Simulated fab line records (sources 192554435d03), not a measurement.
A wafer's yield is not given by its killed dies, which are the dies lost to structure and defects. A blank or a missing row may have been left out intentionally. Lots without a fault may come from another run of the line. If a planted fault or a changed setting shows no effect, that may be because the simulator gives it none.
Lot-split experiment :: flow n5Finfet :: on a route of 1938 steps: 7 lots, 21 wafers read

## THE SPLIT ITSELF
At N5_PASSIVATION_PASS_ETCH_47 (etches SiNx in CF4/O2, target depth 770 nm, time 385 s), the setting sourceW was moved away from the recipe's 535 W on 6 of the 21 wafers read, by -12.7% to +5.3%. The other wafers ran this setting at the recipe's value.

The split's own step is where the reading is taken.

## THE READING
etch.depthNm (the simulator's own value, which no gauge read), in nm, at N5_PASSIVATION_PASS_ETCH_47 (etches SiNx in CF4/O2, target depth 770 nm, time 385 s). No usual value for it is given in the file. Average 777.6 nm, standard deviation 13 nm, over the 15 wafers here run with the recipe.

wafer: L075.1
tool, chamber at the split: rieDiel-06, 2
sourceW as run, W: 485.4
against the recipe: -9.3%
etch.depthNm, nm: 710
against lot-mates on the recipe: -65.7

wafer: L075.5
tool, chamber at the split: rieDiel-06, 2
sourceW as run, W: 535
against the recipe: recipe
etch.depthNm, nm: 775.7
against lot-mates on the recipe: -

wafer: L075.6
tool, chamber at the split: rieDiel-06, 1
sourceW as run, W: 485.4
against the recipe: -9.3%
etch.depthNm, nm: 738.9
against lot-mates on the recipe: -36.8

wafer: L079.2
tool, chamber at the split: rieDiel-02, 0
sourceW as run, W: 535
against the recipe: recipe
etch.depthNm, nm: 780.4
against lot-mates on the recipe: -

wafer: L079.4
tool, chamber at the split: rieDiel-02, 0
sourceW as run, W: 535
against the recipe: recipe
etch.depthNm, nm: 785
against lot-mates on the recipe: -

wafer: L079.6
tool, chamber at the split: rieDiel-02, 3
sourceW as run, W: 535
against the recipe: recipe
etch.depthNm, nm: 772.6
against lot-mates on the recipe: -

wafer: L078.3
tool, chamber at the split: rieDiel-02, 3
sourceW as run, W: 467.1
against the recipe: -12.7%
etch.depthNm, nm: 684.1
against lot-mates on the recipe: -82.5

wafer: L078.5
tool, chamber at the split: rieDiel-02, 3
sourceW as run, W: 535
against the recipe: recipe
etch.depthNm, nm: 773.9
against lot-mates on the recipe: -

wafer: L078.6
tool, chamber at the split: rieDiel-02, 2
sourceW as run, W: 535
against the recipe: recipe
etch.depthNm, nm: 759.4
against lot-mates on the recipe: -

wafer: L085.1
tool, chamber at the split: rieDiel-06, 1
sourceW as run, W: 535
against the recipe: recipe
etch.depthNm, nm: 808.6
against lot-mates on the recipe: -

wafer: L085.2
tool, chamber at the split: rieDiel-06, 0
sourceW as run, W: 535
against the recipe: recipe
etch.depthNm, nm: 770.6
against lot-mates on the recipe: -

wafer: L085.3
tool, chamber at the split: rieDiel-06, 2
sourceW as run, W: 535
against the recipe: recipe
etch.depthNm, nm: 794.1
against lot-mates on the recipe: -

wafer: L091.3
tool, chamber at the split: rieDiel-05, 1
sourceW as run, W: 535
against the recipe: recipe
etch.depthNm, nm: 771.2
against lot-mates on the recipe: -

wafer: L091.4
tool, chamber at the split: rieDiel-05, 3
sourceW as run, W: 535
against the recipe: recipe
etch.depthNm, nm: 756.4
against lot-mates on the recipe: -

wafer: L091.5
tool, chamber at the split: rieDiel-05, 2
sourceW as run, W: 499.2
against the recipe: -6.7%
etch.depthNm, nm: 688.2
against lot-mates on the recipe: -75.6

wafer: L093.3
tool, chamber at the split: rieDiel-05, 0
sourceW as run, W: 563.4
against the recipe: +5.3%
etch.depthNm, nm: 772.2
against lot-mates on the recipe: +0.9

wafer: L093.4
tool, chamber at the split: rieDiel-05, 1
sourceW as run, W: 535
against the recipe: recipe
etch.depthNm, nm: 771.3
against lot-mates on the recipe: -

wafer: L093.5
tool, chamber at the split: rieDiel-05, 0
sourceW as run, W: 563.4
against the recipe: +5.3%
etch.depthNm, nm: 769.7
against lot-mates on the recipe: -1.6

wafer: L092.2
tool, chamber at the split: rieDiel-06, 2
sourceW as run, W: 535
against the recipe: recipe
etch.depthNm, nm: 790.9
against lot-mates on the recipe: -

wafer: L092.3
tool, chamber at the split: rieDiel-06, 3
sourceW as run, W: 535
against the recipe: recipe
etch.depthNm, nm: 775.9
against lot-mates on the recipe: -

wafer: L092.5
tool, chamber at the split: rieDiel-06, 0
sourceW as run, W: 535
against the recipe: recipe
etch.depthNm, nm: 777.8
against lot-mates on the recipe: -

THE FIT
A straight line over all 21 wafers: etch.depthNm changes by +5.79 nm for each +1% of sourceW; r = +0.80; the points scatter about the line by 20 nm.
The same after taking each lot's own level away (the mean of its wafers on the recipe; 21 wafers): +5.42 nm for each +1%; r = +0.85; scatter 15 nm.
The reading moves by 69 nm for the largest change in sourceW, on that fit.
From 763.80 to 791.10 nm: that is the span of the lots' own levels, equal to 2.1 times the standard deviation above.
So the lot-to-lot level blurs the effect unless lot-mates are compared.
Check: for one of the wafers moved furthest among these (-12.7%), held out of the fit, the line's prediction against its lot-mates is -69.2 nm. Against them it came out at -82.5 nm.

## THESE WAFERS: OTHER SPLITS
Before the reading, these wafers also passed through other splits. Each is held against what the fit with the lots' levels taken away leaves over:
other split on the same wafers: N5_BEOL_M13_SPUTTER_43 timeS
wafers away from the commonest value: 3
r with etch.depthNm (lot level and that fit taken away): -0.12

other split on the same wafers: N5_BEOL_M13_SPUTTER_44 powerW
wafers away from the commonest value: 10
r with etch.depthNm (lot level and that fit taken away): +0.48

other split on the same wafers: N5_BEOL_M15_PEB_26 pebTempC
wafers away from the commonest value: 8
r with etch.depthNm (lot level and that fit taken away): +0.31

other split on the same wafers: N5_MIM_BOT_SPUTTER_00 chamberPressurePa
wafers away from the commonest value: 18
r with etch.depthNm (lot level and that fit taken away): -0.02

other split on the same wafers: N5_PASSIVATION_PECVD_55 timeS
wafers away from the commonest value: 7
r with etch.depthNm (lot level and that fit taken away): -0.42

## THE FILE'S OWN FIT
etch.depthNm changes by +6.34 nm for each +1% of sourceW, r = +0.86.
